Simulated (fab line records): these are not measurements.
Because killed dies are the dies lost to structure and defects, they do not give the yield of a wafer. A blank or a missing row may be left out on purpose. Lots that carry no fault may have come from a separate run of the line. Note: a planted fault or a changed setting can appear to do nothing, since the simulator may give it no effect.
Matching of chambers / flow n5-finfet / N5_DUMMY_GATE_TRIM_49 on rie-si-02: 4 sister chambers
The step chemistry O2, time 29 s, target cd 14 nm. 20 wafers are shown with their chamber, then 10 later ones without.

== WAFERS, EACH WITH ITS CHAMBER ==
wafer=L075.1; chamber=0; throttle-valve-pct (%)=8.07; drypump-motor-current-A (A)=5.7; oes-product-au (a.u.)=1.000
wafer=L075.3; chamber=3; throttle-valve-pct (%)=8.41; drypump-motor-current-A (A)=5.5; oes-product-au (a.u.)=1.014
wafer=L075.4; chamber=1; throttle-valve-pct (%)=8.40; drypump-motor-current-A (A)=5.4; oes-product-au (a.u.)=1.007
wafer=L079.1; chamber=2; throttle-valve-pct (%)=8.05; drypump-motor-current-A (A)=5.0; oes-product-au (a.u.)=0.971
wafer=L079.3; chamber=1; throttle-valve-pct (%)=8.43; drypump-motor-current-A (A)=5.4; oes-product-au (a.u.)=1.015
wafer=L079.4; chamber=0; throttle-valve-pct (%)=8.05; drypump-motor-current-A (A)=5.6; oes-product-au (a.u.)=0.996
wafer=L081.1; chamber=1; throttle-valve-pct (%)=8.42; drypump-motor-current-A (A)=5.4; oes-product-au (a.u.)=1.009
wafer=L081.4; chamber=0; throttle-valve-pct (%)=8.05; drypump-motor-current-A (A)=5.7; oes-product-au (a.u.)=0.996
wafer=L081.5; chamber=2; throttle-valve-pct (%)=8.05; drypump-motor-current-A (A)=4.9; oes-product-au (a.u.)=0.992
wafer=L083.1; chamber=3; throttle-valve-pct (%)=8.41; drypump-motor-current-A (A)=5.4; oes-product-au (a.u.)=1.011
wafer=L083.5; chamber=3; throttle-valve-pct (%)=8.40; drypump-motor-current-A (A)=5.5; oes-product-au (a.u.)=1.010
wafer=L083.6; chamber=2; throttle-valve-pct (%)=8.05; drypump-motor-current-A (A)=4.9; oes-product-au (a.u.)=0.979
wafer=L084.2; chamber=1; throttle-valve-pct (%)=8.42; drypump-motor-current-A (A)=5.4; oes-product-au (a.u.)=1.023
wafer=L084.3; chamber=0; throttle-valve-pct (%)=8.06; drypump-motor-current-A (A)=5.6; oes-product-au (a.u.)=0.992
wafer=L084.5; chamber=3; throttle-valve-pct (%)=8.40; drypump-motor-current-A (A)=5.5; oes-product-au (a.u.)=1.011
wafer=L087.2; chamber=3; throttle-valve-pct (%)=8.42; drypump-motor-current-A (A)=5.5; oes-product-au (a.u.)=1.014
wafer=L087.3; chamber=0; throttle-valve-pct (%)=8.07; drypump-motor-current-A (A)=5.7; oes-product-au (a.u.)=0.996
wafer=L087.5; chamber=3; throttle-valve-pct (%)=8.42; drypump-motor-current-A (A)=5.5; oes-product-au (a.u.)=1.019
wafer=L089.1; chamber=1; throttle-valve-pct (%)=8.44; drypump-motor-current-A (A)=5.4; oes-product-au (a.u.)=1.012
wafer=L089.5; chamber=3; throttle-valve-pct (%)=8.40; drypump-motor-current-A (A)=5.5; oes-product-au (a.u.)=1.015

SIGNATURES (means of the wafers above)
reading=throttle-valve-pct; chamber 0=8.0600; chamber 1=8.4220; chamber 2=8.0500; chamber 3=8.4086; scatter within a chamber=0.0105
reading=drypump-motor-current-A; chamber 0=5.660; chamber 1=5.400; chamber 2=4.933; chamber 3=5.486; scatter within a chamber=0.0413
reading=oes-product-au; chamber 0=0.99600; chamber 1=1.01320; chamber 2=0.98067; chamber 3=1.01343; scatter within a chamber=0.00543
Rule: for a wafer and a chamber, the distance is found by dividing, reading by reading, the gap between the wafer's reading and the chamber's mean by the reading's scatter, squaring, summing and taking the root. The wafer belongs to the nearest chamber; if the next one is less than 2 further off, it can't be placed. How the scatter is found: for the shown wafers, subtract from each reading the mean of its chamber, square and add these, divide the total by (wafers less chambers), then take the root.

== WAFERS MISSING THEIR CHAMBER ==
wafer=L089.6; throttle-valve-pct (%)=8.05; drypump-motor-current-A (A)=4.9; oes-product-au (a.u.)=0.967
wafer=L090.1; throttle-valve-pct (%)=8.42; drypump-motor-current-A (A)=5.4; oes-product-au (a.u.)=1.002
wafer=L090.3; throttle-valve-pct (%)=8.03; drypump-motor-current-A (A)=4.9; oes-product-au (a.u.)=0.987
wafer=L090.5; throttle-valve-pct (%)=8.05; drypump-motor-current-A (A)=5.7; oes-product-au (a.u.)=0.986
wafer=L095.2; throttle-valve-pct (%)=8.41; drypump-motor-current-A (A)=5.4; oes-product-au (a.u.)=1.022
wafer=L095.4; throttle-valve-pct (%)=8.40; drypump-motor-current-A (A)=5.5; oes-product-au (a.u.)=1.011
wafer=L095.6; throttle-valve-pct (%)=8.41; drypump-motor-current-A (A)=5.4; oes-product-au (a.u.)=1.007
wafer=L096.1; throttle-valve-pct (%)=8.06; drypump-motor-current-A (A)=5.6; oes-product-au (a.u.)=0.987
wafer=L096.5; throttle-valve-pct (%)=8.06; drypump-motor-current-A (A)=5.6; oes-product-au (a.u.)=0.988
wafer=L096.6; throttle-valve-pct (%)=8.40; drypump-motor-current-A (A)=5.5; oes-product-au (a.u.)=1.016

== WHICH CHAMBER EACH ONE RAN IN ==
wafer=L089.6; from the rows above=2; in truth=2
wafer=L090.1; from the rows above=can't be placed: 1 or 3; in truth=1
wafer=L090.3; from the rows above=2; in truth=2
wafer=L090.5; from the rows above=0; in truth=0
wafer=L095.2; from the rows above=can't be placed: 1 or 3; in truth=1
wafer=L095.4; from the rows above=3; in truth=3
wafer=L095.6; from the rows above=can't be placed: 1 or 3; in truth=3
wafer=L096.1; from the rows above=0; in truth=0
wafer=L096.5; from the rows above=0; in truth=0
wafer=L096.6; from the rows above=3; in truth=3
7 of 10 placed correctly. Cannot be placed on the basis of these rows: 3; the candidates contain the true chamber in 3. Placed wrongly: 0.
